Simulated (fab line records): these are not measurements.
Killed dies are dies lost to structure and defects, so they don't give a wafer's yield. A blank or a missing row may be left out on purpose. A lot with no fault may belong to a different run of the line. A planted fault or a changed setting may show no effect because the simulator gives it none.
Matching of chambers -- flow n5-finfet -- N5_BEOL_M2_CO_CAP_55 on cvd-co-01 has 3 sister chambers
The step material Co, precursor CCTBA/H2, target thk 2 nm, time 102.1 s. 6 wafers are shown with their chamber, then 6 later ones without.

## WAFERS, EACH WITH ITS CHAMBER
wafer,chamber,heater-power-w (W)
L750.4,1,246
L751.4,1,247
L761.1,2,214
L761.4,2,211
L762.2,0,250
L762.6,0,248

## WAFERS WHOSE CHAMBER IS MISSING
wafer,heater-power-w (W)
L765.3,246
L765.5,215
L765.6,252
L767.2,245
L767.4,249
L767.5,206

## THE CHAMBER EACH PASSED THROUGH
wafer,from the rows above,in truth
L765.3,can't be placed: 1 or 0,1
L765.5,2,2
L765.6,can't be placed: 0 or 1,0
L767.2,can't be placed: 1 or 0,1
L767.4,can't be placed: 0 or 1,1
L767.5,2,2
2 of 6 placed correctly. Can't be placed from these rows: 4 (the true chamber is among the candidates in 4). Wrongly placed: 0.
How it was worked out, from the rows above alone: a wafer's distance from a chamber is the root of the sum, over the readings, of the square of ((its reading less the chamber's mean) divided by the reading's scatter). The wafer belongs to the nearest chamber; if the next one is less than 2 further off, it can't be placed. A chamber's mean is the mean of its shown wafers. The scatter: take each reading less its chamber's mean, square it, sum over the shown wafers, divide by the number of wafers less the number of chambers, and take the root.
